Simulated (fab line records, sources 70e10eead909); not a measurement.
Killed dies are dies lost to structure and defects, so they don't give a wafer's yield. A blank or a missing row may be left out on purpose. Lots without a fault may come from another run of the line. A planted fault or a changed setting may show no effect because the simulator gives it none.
A struck lot beside a sound one | flow nand_harc | 22 steps out of a route of 1302
Sound: wafers L484.3, L484.4, L484.6. Struck: wafers L480.2, L480.3, L480.6. The cause comes at the end.
At each step with rows: each side's tool, then ch and its chambers, then its first start. Under that, the readings that differ: sound wafers | struck wafers | difference of the means | sigmas: that difference in standard deviations of wafers without a fault.
alike: readings whose means differ by less than 2 such deviations, and words and numbers that are the same on both sides. not compared: withheld readings, readings that some wafer has no value for, bounds like >300 that may hide the same value, and numbers for which the record gives no deviation and whose values overlap.
The two part at a step that has a row with sigmas, a row that says differs or no value, or rows on one side only. Numbers that don't overlap but have no deviation are shown without sigmas and don't part them. A reading that every wafer of one side lacks parts them only if that side has two wafers or more.

NHARC_P_CONTACT_CVD_23: deposits W, target thk 200 nm, time 557 s.
  sound on cvd_w-02 ch 0,1; struck on cvd_w-02 ch 0
  alike: heater_power_w, throttle_valve_pct
NHARC_P_CONTACT_CMP_24: polishes, t overpolish 30 s, target thk 200 nm.
  sound on cmp-03 ch 0,2, day 13 11:17; struck on cmp-01 ch 1,2,3, day 12 05:08
  alike: motor_current_A, overpolish_run_s, time_to_endpoint_s
then, 1 step without rows for these wafers: NHARC_P_CONTACT_SRD_26.
NHARC_P_CONTACT_INSPECT_27:
  sound on defect_inspect-02, day 13 11:40; struck on defect_inspect-01, day 12 05:32
  alike: raw_defect_count
then, 7 steps without rows for these wafers: NHARC_P_M0_DEP_00 (deposits SiOC, target thk 150 nm); NHARC_P_M0_DEHYDRATE_01 (time 120 s); NHARC_P_M0_HMDS_02 (time 30 s); NHARC_P_M0_COAT_33 (time 65 s); NHARC_P_M0_COAT_03 (resist thk 90 nm); NHARC_P_M0_SOFTBAKE_04 (time 55 s); NHARC_P_M0_EBR_05.
NHARC_P_M0_EXPOSE_06: exposes mask P M0, target cd 90 nm.
  sound on arfi_scanner-03 ch 0, day 13 12:19; struck on arfi_scanner-01 ch 0, day 12 06:17
  reading              | sound             | struck            | difference | sigmas
  exposure_dose_mJ_cm2 | 81.23 81.26 81.16 | 78.81 78.95 78.88 | -2.34      | -28
  alike: mask, stage_vel_mm_s
then, 2 steps without rows for these wafers: NHARC_P_M0_PEB_07 (peb time 65 s); NHARC_P_M0_DEVELOP_08 (develop time 35 s).
NHARC_P_M0_CD_MEAS_09: target cd 90 nm.
  sound on cd_sem-01 ch 0, day 13 12:26; struck on cd_sem-03 ch 0, day 12 06:26
  alike: cd_nm
NHARC_P_M0_OVL_MEAS_10: pitch 180 nm.
  sound on overlay-02, day 13 12:32; struck on overlay-01, day 12 06:31
  alike: overlay_x_nm, overlay_y_nm
NHARC_P_M0_INSPECT_11:
  sound on defect_inspect-01, day 13 12:34; struck on defect_inspect-02, day 12 06:34
  alike: raw_defect_count
NHARC_P_M0_DESCUM_14: chemistry O2, time 3 s.
  sound on rie_diel-11 ch 0,1, day 13 12:37; struck on rie_diel-11 ch 1,2,3, day 12 06:38
  reading               | sound             | struck            | difference | sigmas
  model.P_M0.cd_nm (nm) | 88.93 89.51 89.01 | 88.35 88.24 88.08 | -0.93      |
  alike: drypump_motor_current_A, oes_product_au, rf_vpp_V, showerhead_plenum_p_Torr, throttle_valve_pct
  not compared: rf_hours_counter_h
NHARC_P_M0_ETCH_34: etches the open film in N2/H2, target depth 40 nm, overetch 12 nm, time 43.94 s.
  sound on rie_diel-11 ch 0,2, day 13 12:43; struck on rie_diel-11 ch 1,2, day 12 06:44
  alike: drypump_motor_current_A, oes_product_au, rf_fwd_power_W, rf_vpp_V, showerhead_plenum_p_Torr, throttle_valve_pct
  not compared: rf_hours_counter_h
NHARC_P_M0_ETCH_15: etches the open film in C4F8/Ar, target depth 150 nm, overetch 15 nm, time 82.5 s.
  sound on rie_diel-11 ch 0,2,3; struck on rie_diel-11 ch 1,2,3
  reading               | sound            | struck            | difference | sigmas
  model.P_M0.cd_nm (nm) | 89.21 88.9 88.93 | 87.96 87.59 87.87 | -1.21      |
  alike: oes_product_au, rf_fwd_power_W, rf_vpp_V
  not compared: rf_hours_counter_h
NHARC_P_M0_CD_MEAS_16:
  sound on cd_sem-03, day 13 12:56; struck on cd_sem-02, day 12 07:17
  alike: cd_nm
-- the record jumps here: 18 days lie between the struck wafers' starts before and after (it left off in module P_M0 and takes up again in module END, whose first step shown is number 1302 of the route) --
NHARC_END_SORT_01:
  the record has rows for the struck wafers here (prober-01 ch 0, day 30 08:21) and none for the sound ones

WHERE THEY PART
First at NHARC_P_M0_EXPOSE_06; last, within this record, at NHARC_END_SORT_01.

WHY: what the simulator had put in
Process parameter drift: arfi_scanner-01, from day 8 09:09 on, at NHARC_P_M0_EXPOSE_06. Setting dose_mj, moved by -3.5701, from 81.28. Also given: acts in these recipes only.
